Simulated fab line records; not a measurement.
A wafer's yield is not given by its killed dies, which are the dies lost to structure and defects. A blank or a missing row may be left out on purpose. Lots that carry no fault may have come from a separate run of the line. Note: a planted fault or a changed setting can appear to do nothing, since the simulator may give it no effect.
Matching of chambers    flow n5_finfet    N5_BEOL_M5_ALD_86 on ald_metal-04: 4 sister chambers
The step deposits TaN, pulse time 2 s, purge time 3 s, co reactant purge time 2 s. 4 wafers are shown with their chamber, then 8 later ones without.

== WAFERS, EACH WITH ITS CHAMBER ==
wafer   chamber  heater_power_w (W)
L391.6  1        453
L394.1  0        427
L394.6  2        495
L400.1  3        488

== WAFERS MISSING THEIR CHAMBER ==
wafer   heater_power_w (W)
L400.2  420
L400.4  495
L404.2  418
L404.3  447
L404.6  424
L402.1  419
L402.3  488
L402.5  495

== THE CHAMBER EACH PASSED THROUGH ==
wafer   from the rows above      in truth
L400.2  0                        0
L400.4  can't be placed: 2 or 3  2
L404.2  0                        0
L404.3  1                        1
L404.6  0                        0
L402.1  0                        0
L402.3  can't be placed: 3 or 2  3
L402.5  can't be placed: 2 or 3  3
Correct placement for 5 of the 8. Unplaceable from these rows: 3, with the true chamber sitting among the candidates in 3. Placed wrongly: 0.
How it was worked out, from the rows above alone: a wafer's distance from a chamber is the root of the sum, over the readings, of the square of ((its reading less the chamber's mean) divided by the reading's scatter). If the next closest chamber is less than 2 further off than the closest, the wafer can't be placed; otherwise it belongs to the closest. A chamber's mean is the mean of its shown wafers. The scatter: root of mean squared gap, hidden wafer to nearest shown wafer, with one shown wafer a chamber.
